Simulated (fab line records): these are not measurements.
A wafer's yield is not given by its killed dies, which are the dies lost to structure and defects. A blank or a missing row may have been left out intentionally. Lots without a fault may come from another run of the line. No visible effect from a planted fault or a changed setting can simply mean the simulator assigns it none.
Matching of chambers ; flow n5_finfet ; N5_HKMG_FIN_STRIP_93 on rie_diel-05 has 4 sister chambers
The step strips SOC in N2/H2, time 20 s. 8 wafers are shown with their chamber, then 8 later ones without.

== WAFERS, EACH WITH ITS CHAMBER ==
wafer;chamber;drypump_motor_current_A (A);showerhead_plenum_p_Torr (Torr)
L083.4;1;5.5;3.49
L083.6;3;5.7;3.29
L086.1;1;5.5;3.48
L086.2;0;5.1;3.44
L091.1;2;6.7;3.41
L091.3;0;5.1;3.43
L091.4;3;5.7;3.28
L092.2;2;6.6;3.41

== WAFERS WITHOUT THEIR CHAMBER ==
wafer;drypump_motor_current_A (A);showerhead_plenum_p_Torr (Torr)
L092.3;5.5;3.48
L092.5;6.6;3.41
L093.1;5.5;3.48
L093.2;5.1;3.43
L093.6;6.6;3.41
L094.2;5.5;3.47
L094.5;5.7;3.27
L094.6;5.1;3.43

== WHICH CHAMBER EACH ONE RAN IN ==
wafer;from the rows above;in truth
L092.3;1;1
L092.5;2;2
L093.1;1;1
L093.2;0;0
L093.6;2;2
L094.2;1;1
L094.5;3;3
L094.6;0;0
Correctly placed: 8 of 8. From these rows, 0 cannot be placed. 0 placed wrongly.
How it was worked out, from the rows above alone: a wafer's distance from a chamber is the root of the sum, over the readings, of the square of ((its reading less the chamber's mean) divided by the reading's scatter). If the next closest chamber is less than 2 further off than the closest, the wafer can't be placed; otherwise it belongs to the closest. For every chamber, the mean is computed from those of its wafers that are shown. The scatter is the square root of a quotient: the sum, over the shown wafers, of each reading's squared deviation from its chamber's mean, divided by wafers minus chambers.
